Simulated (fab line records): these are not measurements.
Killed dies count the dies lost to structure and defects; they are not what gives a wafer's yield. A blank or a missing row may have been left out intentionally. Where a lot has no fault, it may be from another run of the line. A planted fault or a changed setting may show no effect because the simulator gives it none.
Chamber matching -- flow nand_harc -- rie_diel-08 running NHARC_A_CHANNEL_HOLE_D2_DESCUM_15: 4 sister chambers
The step chemistry O2, time 3 s. 4 wafers are shown with their chamber, then 7 later ones without.

== WAFERS WITH THEIR CHAMBER ==
wafer,chamber,throttle_valve_pct (%)
L737.3,2,11.305
L736.6,0,11.305
L740.4,3,11.307
L740.5,1,11.317

== WAFERS WITH NO CHAMBER GIVEN ==
wafer,throttle_valve_pct (%)
L742.2,11.314
L742.5,11.314
L742.6,11.301
L751.1,11.313
L753.2,11.325
L753.4,11.311
L753.6,11.312

== CHAMBER TAKEN BY EACH ==
wafer,from the rows above,in truth
L742.2,can't be placed: 1 or 3 or 0 or 2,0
L742.5,can't be placed: 1 or 3 or 0 or 2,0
L742.6,can't be placed: 0 or 2 or 3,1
L751.1,can't be placed: 1 or 3 or 0 or 2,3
L753.2,1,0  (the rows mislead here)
L753.4,can't be placed: 3 or 0 or 1 or 2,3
L753.6,can't be placed: 3 or 1 or 0 or 2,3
Correctly placed: 0 of 7. Cannot be placed on the basis of these rows: 6; the candidates contain the true chamber in 5. 1 placed wrongly.
How it was worked out, from the rows above alone: a wafer's distance from a chamber is the root of the sum, over the readings, of the square of ((its reading less the chamber's mean) divided by the reading's scatter). The wafer belongs to the nearest chamber; if the next one is less than 2 further off, it can't be placed. A chamber's mean is the mean of its shown wafers. The scatter (one wafer shown for each chamber): square how far every hidden wafer sits from the nearest shown wafer, average those squares and take the square root.
